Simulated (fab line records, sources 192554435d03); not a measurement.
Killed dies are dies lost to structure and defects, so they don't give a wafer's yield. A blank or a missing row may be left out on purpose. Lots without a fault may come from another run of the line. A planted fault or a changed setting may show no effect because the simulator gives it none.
Split-lot experiment | flow n5_finfet | 7 lots, 21 wafers read, on a route of 1938 steps

THE SPLIT
At N5_BEOL_M15_TRENCH_ETCH_34 (etches SiO2 in C4F8/O2/Ar, target depth 872.93 nm, time 199 s), the setting time_s was moved away from the recipe's 199 s on 8 of the 21 wafers read, by -20.9% to +9.2%. The other wafers ran this setting at the recipe's value.

The reading is taken at the split's own step.

THE READING
coat_of_BEOL_M15_COAT_22.thk_nm (the simulator's own value, which no gauge read), in nm, at N5_BEOL_M15_TRENCH_ETCH_34 (etches SiO2 in C4F8/O2/Ar, target depth 872.93 nm, time 199 s). The file gives no usual value for it. The 13 wafers here that ran the recipe average 542.8 nm, standard deviation 4.1 nm.

wafer  | tool, chamber at the split | time_s as run, s | against the recipe | coat_of_BEOL_M15_COAT_22.thk_nm, nm | against lot-mates on the recipe
L079.2 | rie_diel-02, 2             | 199              | recipe             | 545.4                               | -
L079.5 | rie_diel-02, 2             | 157.4            | -20.9%             | 578.8                               | +32.0
L079.6 | rie_diel-02, 1             | 199              | recipe             | 548.2                               | -
L078.1 | rie_diel-05, 3             | 174              | -12.6%             | 560.8                               | +24.0
L078.3 | rie_diel-05, 1             | 199              | recipe             | 538.4                               | -
L078.5 | rie_diel-05, 3             | 199              | recipe             | 535.2                               | -
L083.1 | rie_diel-05, 0             | 199              | recipe             | 549.2                               | -
L083.2 | rie_diel-05, 3             | 199              | recipe             | 536                                 | -
L083.4 | rie_diel-05, 2             | 176.2            | -11.5%             | 563                                 | +20.4
L081.3 | rie_diel-04, 2             | 179.7            | -9.7%              | 560.4                               | +15.6
L081.4 | rie_diel-04, 3             | 199              | recipe             | 544.8                               | -
L081.6 | rie_diel-04, 3             | 179.7            | -9.7%              | 562.2                               | +17.4
L086.2 | rie_diel-04, 1             | 199              | recipe             | 544                                 | -
L086.4 | rie_diel-04, 3             | 217.3            | +9.2%              | 533.2                               | -10.8
L086.6 | rie_diel-04, 0             | 217.3            | +9.2%              | 520.6                               | -23.4
L089.2 | rie_diel-05, 2             | 199              | recipe             | 544                                 | -
L089.4 | rie_diel-05, 1             | 199              | recipe             | 539.8                               | -
L089.5 | rie_diel-05, 2             | 199              | recipe             | 542.6                               | -
L091.1 | rie_diel-04, 1             | 199              | recipe             | 544.6                               | -
L091.2 | rie_diel-04, 3             | 177.6            | -10.8%             | 567                                 | +22.5
L091.4 | rie_diel-04, 2             | 199              | recipe             | 544.4                               | -

THE FIT
A straight line over all 21 wafers: coat_of_BEOL_M15_COAT_22.thk_nm changes by -1.76 nm for each +1% of time_s; r = -0.95; the points scatter about the line by 4.3 nm.
The same after taking each lot's own level away (the mean of its wafers on the recipe; 21 wafers): -1.74 nm for each +1%; r = -0.97; scatter 3.5 nm.
On that fit, the largest move of time_s shifts the reading by 36 nm.
The lots' own levels span 536.80 to 546.80 nm, that is 2.4 times the standard deviation above.
So the lot-to-lot level changes the slope little: the two slopes agree.
Check: with one of the wafers moved furthest among these (-20.9%) left out of the fit, the line predicts +38.7 nm for it against its lot-mates. It came out at +32 nm against them.

OTHER SPLITS ON THESE WAFERS
These wafers also went through other splits before the reading. Each is held against what the fit with the lots' levels taken away leaves over:
other split on the same wafers | wafers away from the commonest value | r with coat_of_BEOL_M15_COAT_22.thk_nm (lot level and that fit taken away)
N5_BEOL_M13_EXPOSE_07 dose_mj  | 7                                    | +0.17
N5_BEOL_M13_SPUTTER_43 time_s  | 10                                   | -0.08
N5_BEOL_M14_ILD_DEP_00 temp_c  | 10                                   | -0.03
N5_BEOL_M14_DEP_53 time_s      | 9                                    | -0.26
N5_BEOL_M15_COAT_04 spin_rpm   | 6                                    | +0.08

THE WHOLE CHAIN: every reading that the file lists as answering this split, in the file's order
step                       | what it does                                                  | reading                                                                          | change (the file's fit)              | r (the file's)
N5_BEOL_M15_TRENCH_ETCH_34 | etches SiO2 in C4F8/O2/Ar, target depth 872.93 nm, time 199 s | etch.depth_nm (the simulator's own value, which no gauge read)                   | +8.65 nm for each +1% of the setting | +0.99
N5_BEOL_M15_TRENCH_ETCH_34 | etches SiO2 in C4F8/O2/Ar, target depth 872.93 nm, time 199 s | coat_of_BEOL_M15_COAT_22.thk_nm (the simulator's own value, which no gauge read) | -1.73 nm for each +1% of the setting | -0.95

THE FILE'S OWN FIT
coat_of_BEOL_M15_COAT_22.thk_nm changes by -1.73 nm for each +1% of time_s, r = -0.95.
